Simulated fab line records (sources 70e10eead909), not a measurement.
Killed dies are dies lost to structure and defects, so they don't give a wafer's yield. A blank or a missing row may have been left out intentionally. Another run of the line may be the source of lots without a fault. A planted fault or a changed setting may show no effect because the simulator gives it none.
Matching of chambers :: flow nandHarc :: NHARC_A_CONTACT_ETCH_31 on rieDiel-03: 4 sister chambers
The step etches the open film in O2/COS, target depth 2000 nm, time 520 s. 16 wafers are shown with their chamber, then 8 later ones without.

== WAFERS, EACH WITH ITS CHAMBER ==
wafer: L171.3
chamber: 3
showerheadPlenumPTorr (Torr): 2.97
drypumpMotorCurrentA (A): 6.5
oesProductAu (a.u.): 0.991

wafer: L171.5
chamber: 3
showerheadPlenumPTorr (Torr): 2.97
drypumpMotorCurrentA (A): 6.5
oesProductAu (a.u.): 1.006

wafer: L171.6
chamber: 2
showerheadPlenumPTorr (Torr): 3.14
drypumpMotorCurrentA (A): 5.8
oesProductAu (a.u.): 1.005

wafer: L184.2
chamber: 0
showerheadPlenumPTorr (Torr): 3.03
drypumpMotorCurrentA (A): 5.9
oesProductAu (a.u.): 0.990

wafer: L184.3
chamber: 3
showerheadPlenumPTorr (Torr): 2.97
drypumpMotorCurrentA (A): 6.5
oesProductAu (a.u.): 1.000

wafer: L184.6
chamber: 2
showerheadPlenumPTorr (Torr): 3.13
drypumpMotorCurrentA (A): 5.8
oesProductAu (a.u.): 0.998

wafer: L188.2
chamber: 3
showerheadPlenumPTorr (Torr): 2.97
drypumpMotorCurrentA (A): 6.5
oesProductAu (a.u.): 1.003

wafer: L188.3
chamber: 2
showerheadPlenumPTorr (Torr): 3.13
drypumpMotorCurrentA (A): 5.8
oesProductAu (a.u.): 0.999

wafer: L188.5
chamber: 1
showerheadPlenumPTorr (Torr): 3.31
drypumpMotorCurrentA (A): 5.4
oesProductAu (a.u.): 1.005

wafer: L185.2
chamber: 0
showerheadPlenumPTorr (Torr): 3.03
drypumpMotorCurrentA (A): 5.9
oesProductAu (a.u.): 0.985

wafer: L185.3
chamber: 1
showerheadPlenumPTorr (Torr): 3.31
drypumpMotorCurrentA (A): 5.4
oesProductAu (a.u.): 1.011

wafer: L185.5
chamber: 1
showerheadPlenumPTorr (Torr): 3.31
drypumpMotorCurrentA (A): 5.4
oesProductAu (a.u.): 1.012

wafer: L186.3
chamber: 3
showerheadPlenumPTorr (Torr): 2.97
drypumpMotorCurrentA (A): 6.5
oesProductAu (a.u.): 0.996

wafer: L186.5
chamber: 3
showerheadPlenumPTorr (Torr): 2.97
drypumpMotorCurrentA (A): 6.5
oesProductAu (a.u.): 1.008

wafer: L186.6
chamber: 2
showerheadPlenumPTorr (Torr): 3.13
drypumpMotorCurrentA (A): 5.9
oesProductAu (a.u.): 0.988

wafer: L191.1
chamber: 3
showerheadPlenumPTorr (Torr): 2.96
drypumpMotorCurrentA (A): 6.5
oesProductAu (a.u.): 0.991

SIGNATURES (means of the wafers above)
reading: showerheadPlenumPTorr
chamber 0: 3.0300
chamber 1: 3.3100
chamber 2: 3.1325
chamber 3: 2.9686
scatter within a chamber: 0.00366

reading: drypumpMotorCurrentA
chamber 0: 5.900
chamber 1: 5.400
chamber 2: 5.825
chamber 3: 6.500
scatter within a chamber: 0.025

reading: oesProductAu
chamber 0: 0.98750
chamber 1: 1.00933
chamber 2: 0.99750
chamber 3: 0.99929
scatter within a chamber: 0.00628
Rule: distance of a wafer from a chamber = root of the sum over the readings of ((wafer's reading minus chamber's mean) / reading's scatter) squared. If the next closest chamber is less than 2 further off than the closest, the wafer can't be placed; otherwise it belongs to the closest. The scatter: the root of (the sum of the squares of (reading less its chamber's mean) over the shown wafers, divided by (wafers less chambers)).

== WAFERS WITHOUT THEIR CHAMBER ==
wafer: L191.5
showerheadPlenumPTorr (Torr): 3.12
drypumpMotorCurrentA (A): 5.9
oesProductAu (a.u.): 0.996

wafer: L191.6
showerheadPlenumPTorr (Torr): 2.96
drypumpMotorCurrentA (A): 6.6
oesProductAu (a.u.): 0.990

wafer: L189.1
showerheadPlenumPTorr (Torr): 2.96
drypumpMotorCurrentA (A): 6.5
oesProductAu (a.u.): 0.990

wafer: L189.3
showerheadPlenumPTorr (Torr): 3.03
drypumpMotorCurrentA (A): 5.9
oesProductAu (a.u.): 1.004

wafer: L189.5
showerheadPlenumPTorr (Torr): 2.96
drypumpMotorCurrentA (A): 6.5
oesProductAu (a.u.): 0.990

wafer: L190.3
showerheadPlenumPTorr (Torr): 3.02
drypumpMotorCurrentA (A): 5.9
oesProductAu (a.u.): 1.003

wafer: L190.5
showerheadPlenumPTorr (Torr): 3.02
drypumpMotorCurrentA (A): 5.8
oesProductAu (a.u.): 1.004

wafer: L190.6
showerheadPlenumPTorr (Torr): 3.31
drypumpMotorCurrentA (A): 5.4
oesProductAu (a.u.): 1.014

== WHICH CHAMBER EACH WENT THROUGH ==
wafer: L191.5
from the rows above: 2
in truth: 2

wafer: L191.6
from the rows above: 3
in truth: 3

wafer: L189.1
from the rows above: 3
in truth: 3

wafer: L189.3
from the rows above: 0
in truth: 0

wafer: L189.5
from the rows above: 3
in truth: 3

wafer: L190.3
from the rows above: 0
in truth: 0

wafer: L190.5
from the rows above: 0
in truth: 0

wafer: L190.6
from the rows above: 1
in truth: 1
Correct placement for 8 of the 8. Can't be placed from these rows: 0. Wrongly placed: 0.
